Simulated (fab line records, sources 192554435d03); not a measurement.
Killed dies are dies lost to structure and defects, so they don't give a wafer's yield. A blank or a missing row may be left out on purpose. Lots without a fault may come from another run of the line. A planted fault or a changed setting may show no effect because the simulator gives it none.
Chamber matching | flow n5_finfet | N5_BEOL_M9_DESCUM_16 on rie_diel-03: 4 sister chambers
The step chemistry O2, time 7.9 s. 18 wafers are shown with their chamber, then 9 later ones without.

WAFERS WITH THEIR CHAMBER
wafer  | chamber | showerhead_plenum_p_Torr (Torr) | throttle_valve_pct (%) | drypump_motor_current_A (A)
L075.3 | 3       | 2.06                            | 20.55                  | 5.7
L075.4 | 2       | 2.12                            | 19.96                  | 5.0
L075.6 | 0       | 2.04                            | 20.09                  | 6.0
L074.2 | 0       | 2.04                            | 20.09                  | 6.1
L074.5 | 3       | 2.06                            | 20.59                  | 5.7
L074.6 | 2       | 2.12                            | 19.96                  | 5.0
L076.1 | 3       | 2.06                            | 20.58                  | 5.7
L076.3 | 0       | 2.04                            | 20.11                  | 6.0
L076.5 | 0       | 2.04                            | 20.11                  | 6.0
L078.1 | 2       | 2.12                            | 19.98                  | 5.1
L078.5 | 2       | 2.12                            | 19.94                  | 5.0
L078.6 | 0       | 2.03                            | 20.12                  | 6.0
L080.3 | 3       | 2.06                            | 20.59                  | 5.7
L080.4 | 2       | 2.12                            | 19.98                  | 5.0
L080.6 | 3       | 2.06                            | 20.58                  | 5.7
L083.2 | 3       | 2.06                            | 20.59                  | 5.7
L083.5 | 1       | 2.14                            | 20.52                  | 6.3
L083.6 | 3       | 2.06                            | 20.59                  | 5.7

SIGNATURES (means of the wafers above)
reading                  | chamber 0 | chamber 1 | chamber 2 | chamber 3 | scatter within a chamber
showerhead_plenum_p_Torr | 2.0380    | 2.1400    | 2.1200    | 2.0600    | 0.00239
throttle_valve_pct       | 20.1040   | 20.5200   | 19.9640   | 20.5814   | 0.0149
drypump_motor_current_A  | 6.020     | 6.300     | 5.020     | 5.700     | 0.0338
Rule: a wafer's distance from a chamber is the root of the sum, over the readings, of the square of ((its reading less the chamber's mean) divided by the reading's scatter). The wafer belongs to the nearest chamber; if the next one is less than 2 further off, it can't be placed. The scatter: the root of (the sum of the squares of (reading less its chamber's mean) over the shown wafers, divided by (wafers less chambers)).

WAFERS WITHOUT THEIR CHAMBER
wafer  | showerhead_plenum_p_Torr (Torr) | throttle_valve_pct (%) | drypump_motor_current_A (A)
L085.1 | 2.11                            | 20.00                  | 5.0
L085.3 | 2.14                            | 20.56                  | 6.3
L085.4 | 2.11                            | 20.00                  | 5.0
L087.1 | 2.03                            | 19.81                  | 6.1
L087.4 | 2.14                            | 20.57                  | 6.3
L087.5 | 2.03                            | 19.80                  | 6.0
L090.2 | 2.11                            | 20.02                  | 5.0
L090.4 | 2.14                            | 20.56                  | 6.3
L090.5 | 2.14                            | 20.56                  | 6.3

WHICH CHAMBER EACH WENT THROUGH
wafer  | from the rows above | in truth
L085.1 | 2                   | 2
L085.3 | 1                   | 1
L085.4 | 2                   | 2
L087.1 | 0                   | 0
L087.4 | 1                   | 1
L087.5 | 0                   | 0
L090.2 | 2                   | 2
L090.4 | 1                   | 1
L090.5 | 1                   | 1
Placed correctly: 9 of 9. Can't be placed from these rows: 0. Placed wrongly: 0.
